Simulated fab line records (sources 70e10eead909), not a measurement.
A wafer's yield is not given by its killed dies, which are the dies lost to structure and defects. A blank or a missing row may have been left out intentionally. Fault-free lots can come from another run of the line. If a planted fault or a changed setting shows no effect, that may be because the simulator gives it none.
Which tool did it? | flow nand-harc | 12 lots (36 wafers sampled), 1 step of a 1302-step route

== WHAT THE GAUGES SHOWED, per wafer ==
NHARC_P_STI_INSPECT_25.
lot  | measured     | on                | raw-defect-count
L271 | day 3 21:56  | defect-inspect-01 | 350 592 349
L272 | day 4 10:22  | defect-inspect-02 | 200 219 265
L273 | day 4 20:08  | defect-inspect-01 | 458 246 190
L278 | day 7 06:37  | defect-inspect-01 | 164 170 161
L279 | day 7 14:45  | defect-inspect-02 | 169 187 211
L280 | day 7 21:26  | defect-inspect-02 | 164 221 143
L282 | day 8 14:17  | defect-inspect-01 | 186 262 180
L286 | day 10 02:55 | defect-inspect-02 | 332 340 219
L289 | day 11 09:51 | defect-inspect-01 | 162 321 159
L290 | day 12 02:16 | defect-inspect-01 | 223 197 252
L293 | day 13 05:31 | defect-inspect-01 | 235 279 216
L294 | day 13 15:27 | defect-inspect-01 | 134 101 200

== TOOL THAT RAN EACH LOT (tool first, then ch and the chambers of the sampled wafers, then the start) ==
The record holds no process step before these readings.

== AS READ BY THE TOOLS THEMSELVES (means over the sampled wafers that have a number; for cases with no such wafer, the mark the record gives instead) ==
The record holds no such reading with a usual standard deviation.

== THE ANSWER, worked out from the rows above alone ==
Rule: the lots themselves supply what counts as usual. The widest of any qualifying gaps counts: lots, ordered by their means at a reading, are off when they make up no more than a third of the lots, leave a main group of 4 or more, and stand apart from it by 3 or more times the standard deviation of that group's means. Not used: any main group whose means are identical at the precision the tables above print for the reading. Also off: a lot with no number at a reading for which 4 or more lots have one. All remaining lots with rows at the step are treated as sound. First the gauges in route order, then the tools' own readings, where a lot's mean is used as printed above. At the first step where some lot is off, the reading lying furthest off is the one used; lots without a number count as furthest.
None of the lots is off at any reading shown; this tells nothing.

== WHAT THE SIMULATOR HAD INSERTED ==
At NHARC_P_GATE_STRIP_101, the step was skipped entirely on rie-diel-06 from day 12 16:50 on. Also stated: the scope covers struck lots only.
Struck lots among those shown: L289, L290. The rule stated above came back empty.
